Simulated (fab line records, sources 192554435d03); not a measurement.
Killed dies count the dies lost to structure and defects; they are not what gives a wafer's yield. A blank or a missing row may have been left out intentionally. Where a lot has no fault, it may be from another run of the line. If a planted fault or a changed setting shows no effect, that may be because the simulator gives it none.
Split-lot study ; flow n5Finfet ; route with 1938 steps; 7 lots, 21 wafers read

== THE SPLIT ITSELF ==
At N5_BEOL_M10_PECVD_70 (deposits SiO2 from TEOS/O2, target thk 20 nm, time 22.7 s), the setting tempC was moved away from the recipe's 400 C on 6 of the 21 wafers read, by -3.0% to -1.2%. All remaining wafers had this setting at the recipe value.

== FROM THE SPLIT TO THE READING: what the file shows between them, 4 steps ==
- N5_BEOL_M10_HM_DEP_02: deposits TiN, target thk 20 nm
- N5_BEOL_M10_COAT_59: time 60 s, resist thk 100 nm
- N5_BEOL_M10_ECD_50: material Cu, target thk 318 nm
- N5_BEOL_M10_ANNEAL_51: time 90 s

== THE READING ==
barrierFieldEndpointS, in s, at N5_BEOL_M10_CMP_52 (polishes, stops on SiCOH lowk, t overpolish 7 s, target thk 140 nm). On this fab line, fault-free wafers typically give 29.2 s with a standard deviation of 0.81 s.

wafer;tool, chamber at the split;tempC as run, C;against the recipe;barrierFieldEndpointS, s;against lot-mates on the recipe
L075.2;pecvd-03, 2,1;388.2;-3.0%;31.0;+2.3
L075.3;pecvd-03, 2,1;388.2;-3.0%;31.5;+2.8
L075.6;pecvd-03, 1;400;recipe;28.7;-
L076.3;pecvd-02, 0;394.9;-1.3%;29.9;+0.8
L076.4;pecvd-02, 0;400;recipe;29.0;-
L076.5;pecvd-02, 2;400;recipe;29.1;-
L081.2;pecvd-03, 2;400;recipe;29.4;-
L081.5;pecvd-03, 1,0;400;recipe;29.8;-
L081.6;pecvd-03, 1,0;400;recipe;30.5;-
L080.2;pecvd-03, 0,1;400;recipe;29.5;-
L080.5;pecvd-03, 2;400;recipe;29.7;-
L080.6;pecvd-03, 0,1;400;recipe;29.2;-
L084.3;pecvd-04, 1;400;recipe;31.1;-
L084.5;pecvd-04, 0;400;recipe;30.5;-
L084.6;pecvd-04, 2;400;recipe;31.1;-
L085.3;pecvd-03, 2;395.4;-1.2%;28.6;-0.1
L085.2;pecvd-03, 0;400;recipe;28.8;-
L085.5;pecvd-03, 0;400;recipe;28.7;-
L093.3;pecvd-04, 0;400;recipe;28.7;-
L093.1;pecvd-04, 2;388.2;-3.0%;31.4;+2.7
L093.5;pecvd-04, 2;388.2;-3.0%;32.9;+4.2
The file does not say which wafer passed through which chamber wherever a row lists several chambers: such a row stands for several wafers.

FIT RESULTS
A straight line over all 21 wafers: barrierFieldEndpointS changes by -0.673 s for each +1% of tempC; r = -0.67; the points scatter about the line by 0.9 s.
The same after taking each lot's own level away (the mean of its wafers on the recipe; 21 wafers): -0.985 s for each +1%; r = -0.92; scatter 0.5 s.
According to that fit, moving tempC by its largest amount changes the reading by 2.9 s.
The span of the lots' own levels, 28.70 to 30.90 s, comes to 2.7 times the standard deviation stated above.
So the lot-to-lot level blurs the effect unless lot-mates are compared.
Check: +3.01 s against its lot-mates is what the line predicts for one of the wafers moved furthest among these (-3.0%) when that wafer is left out of the fit. It came out at +2.3 s against them.

== FURTHER SPLITS ON THESE WAFERS ==
Before the reading, these wafers also passed through other splits. Each is held against what the fit with the lots' levels taken away leaves over:
other split on the same wafers;wafers away from the commonest value;r with barrierFieldEndpointS (lot level and that fit taken away)
N5_BEOL_M8_EXPOSE_25 doseMj;3;-0.25
N5_BEOL_M8_ETCH_65 sourceW;7;+0.43
N5_BEOL_M9_TRENCH_ETCH_37 biasW;7;+0.05
N5_BEOL_M9_CMP_52 downForcePsi;4;+0.01

== THE WHOLE CHAIN: every reading that the file lists as answering this split, in the file's order ==
step;what it does;reading;change (the file's fit);r (the file's)
N5_BEOL_M10_PECVD_70;deposits SiO2 from TEOS/O2, target thk 20 nm, time 22.7 s;SiO2_of_BEOL_M10_PECVD_70.thkNm (the simulator's own value, which no gauge read);-0.567 nm for each +1% of the setting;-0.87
N5_BEOL_M10_CMP_52;polishes, stops on SiCOH lowk, t overpolish 7 s, target thk 140 nm;barrierFieldEndpointS;-0.909 s for each +1% of the setting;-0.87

== FILE'S OWN FIT ==
barrierFieldEndpointS changes by -0.909 s for each +1% of tempC, r = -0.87.
